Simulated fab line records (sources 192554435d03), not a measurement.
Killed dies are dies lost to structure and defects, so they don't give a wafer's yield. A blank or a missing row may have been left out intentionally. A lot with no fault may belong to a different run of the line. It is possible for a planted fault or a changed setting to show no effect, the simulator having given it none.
The same fault as seen by 2 desks / flow n5_finfet / only its own numbers are on each desk; what lay behind them is given at the end

## FROM THE METROLOGY DESK
What the gauges read, lot by lot, whatever tool the lot ran on: means of the sampled wafers that have a number. A lot is out of limits, marked OUT, if its mean lies more than 4 standard deviations from the usual mean; the brackets give that distance. Only the readings that lie furthest out on some lot appear, 7 of the 10 it has.
Columns: A = DIBL_N at N5_BEOL_M4_RC_MEAS_101, usual 36.4 mV/V; B = DIBL_P at N5_BEOL_M4_RC_MEAS_101, usual 36.2 mV/V; C = IOFF_P at N5_BEOL_M4_RC_MEAS_101, usual 0.21 nA/um; D = ION_P at N5_BEOL_M4_RC_MEAS_101, usual 459 uA/um; E = SS_N at N5_BEOL_M4_RC_MEAS_101, usual 71.5 mV/dec; F = VT_N at N5_BEOL_M4_RC_MEAS_101, usual 250 mV; G = VT_P at N5_BEOL_M4_RC_MEAS_101, usual -250 mV
lot=L100; first seen here=day 8 17:43; A=35.3; B=34.3; C=0.19; D=455; E=71.3; F=252; G=-251
lot=L101; first seen here=day 9 12:06; A=36.0; B=34.5; C=0.22; D=463; E=71.1; F=251; G=-248
lot=L104; first seen here=day 10 01:51; A=36.2; B=36.8; C=0.20; D=461; E=71.6; F=249; G=-250
lot=L106; first seen here=day 11 03:57; A=36.0; B=35.0; C=0.17; D=445; E=71.5; F=254; G=-258
lot=L113; first seen here=day 11 18:23; A=35.6; B=34.6; C=0.18; D=453; E=71.3; F=254; G=-253
lot=L115; first seen here=day 13 00:02; A=33.8; B=34.4; C=0.18; D=460; E=70.4; F=251; G=-250
lot=L117; first seen here=day 13 02:19; A=37.1; B=38.9; C=0.26; D=468; E=71.8; F=247; G=-245
lot=L118; first seen here=day 13 05:46; A=37.5; B=36.4; C=0.23; D=458; E=71.8; F=247; G=-249
lot=L119; first seen here=day 13 16:05; A=38.9; B=37.2; C=0.23; D=464; E=71.6; F=246; G=-249
lot=L121; first seen here=day 14 19:29; A=35.5; B=37.0; C=0.22; D=463; E=71.4; F=251; G=-249
This desk's verdict: no lot among the 10 shows anything out of limits.

## AT THE TOOL OWNER'S DESK: ald_metal-01
The tool's own readings at N5_BEOL_M1_ALD_84 (deposits TaN, pulse time 2 s, purge time 3 s, co reactant purge time 2 s): means of the sampled wafers that have a number, for each lot that ran on this tool. A lot is out of limits, marked OUT, if its mean lies more than 4 standard deviations from the usual mean; the brackets give that distance.
Columns: A = chamber_pressure_Torr at N5_BEOL_M1_ALD_84, usual 3.000 Torr; B = heater_power_w at N5_BEOL_M1_ALD_84, usual 433 W; C = precursor_vessel_temp_c at N5_BEOL_M1_ALD_84, usual 74.99 C
lot=L101; first seen here=day 7 00:24; A=2.998; B=446; C=75.04
lot=L104; first seen here=day 7 18:11; A=3.001; B=443; C=75.06
lot=L106; first seen here=day 8 08:10; A=3.000; B=438; C=74.98
lot=L121; first seen here=day 11 16:16; A=2.998; B=458; C=74.97
This desk's verdict: no lot among the 4 shows anything out of limits.

## PUT TOGETHER
From the metrology desk's view, nothing was out of limits.
The tool owner's desk saw nothing out of limits.

## WHAT THE SIMULATOR PUT IN
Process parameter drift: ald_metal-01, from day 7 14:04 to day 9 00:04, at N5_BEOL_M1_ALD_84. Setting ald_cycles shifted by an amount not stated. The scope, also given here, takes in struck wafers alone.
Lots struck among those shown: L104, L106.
